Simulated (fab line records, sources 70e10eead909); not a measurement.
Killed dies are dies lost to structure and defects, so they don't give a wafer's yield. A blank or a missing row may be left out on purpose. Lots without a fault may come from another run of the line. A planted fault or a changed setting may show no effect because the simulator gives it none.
Chamber matching | flow nand_harc | NHARC_A_STAIRCASE_STRIP_476 on rie_diel-06: 4 sister chambers
The step strips in O2, time 20 s. 8 wafers are shown with their chamber, then 9 later ones without.

WAFERS WITH THEIR CHAMBER
wafer  | chamber | showerhead_plenum_p_Torr (Torr) | drypump_motor_current_A (A)
L082.5 | 3       | 3.77                            | 5.4
L084.3 | 3       | 3.77                            | 5.4
L084.4 | 2       | 3.77                            | 5.7
L083.4 | 1       | 3.42                            | 4.9
L083.5 | 0       | 3.74                            | 5.5
L087.1 | 0       | 3.73                            | 5.4
L087.3 | 1       | 3.41                            | 4.9
L087.4 | 2       | 3.76                            | 5.7

WAFERS WITHOUT THEIR CHAMBER
wafer  | showerhead_plenum_p_Torr (Torr) | drypump_motor_current_A (A)
L088.3 | 3.73                            | 5.4
L088.4 | 3.76                            | 5.7
L088.6 | 3.76                            | 5.7
L093.1 | 3.75                            | 5.4
L093.5 | 3.41                            | 4.8
L093.6 | 3.75                            | 5.7
L094.1 | 3.75                            | 5.7
L094.4 | 3.72                            | 5.4
L094.6 | 3.40                            | 4.9

WHICH CHAMBER EACH WENT THROUGH
wafer  | from the rows above     | in truth
L088.3 | 0                       | 0
L088.4 | 2                       | 2
L088.6 | 2                       | 2
L093.1 | can't be placed: 0 or 3 | 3
L093.5 | 1                       | 1
L093.6 | 2                       | 2
L094.1 | 2                       | 2
L094.4 | 0                       | 0
L094.6 | 1                       | 1
Placed correctly: 8 of 9. Can't be placed from these rows: 1 (the true chamber is among the candidates in 1). Placed wrongly: 0.
How it was worked out, from the rows above alone: a wafer's distance from a chamber is the root of the sum, over the readings, of the square of ((its reading less the chamber's mean) divided by the reading's scatter). The wafer belongs to the nearest chamber; if the next one is less than 2 further off, it can't be placed. A chamber's mean is the mean of its shown wafers. The scatter: the root of (the sum of the squares of (reading less its chamber's mean) over the shown wafers, divided by (wafers less chambers)).
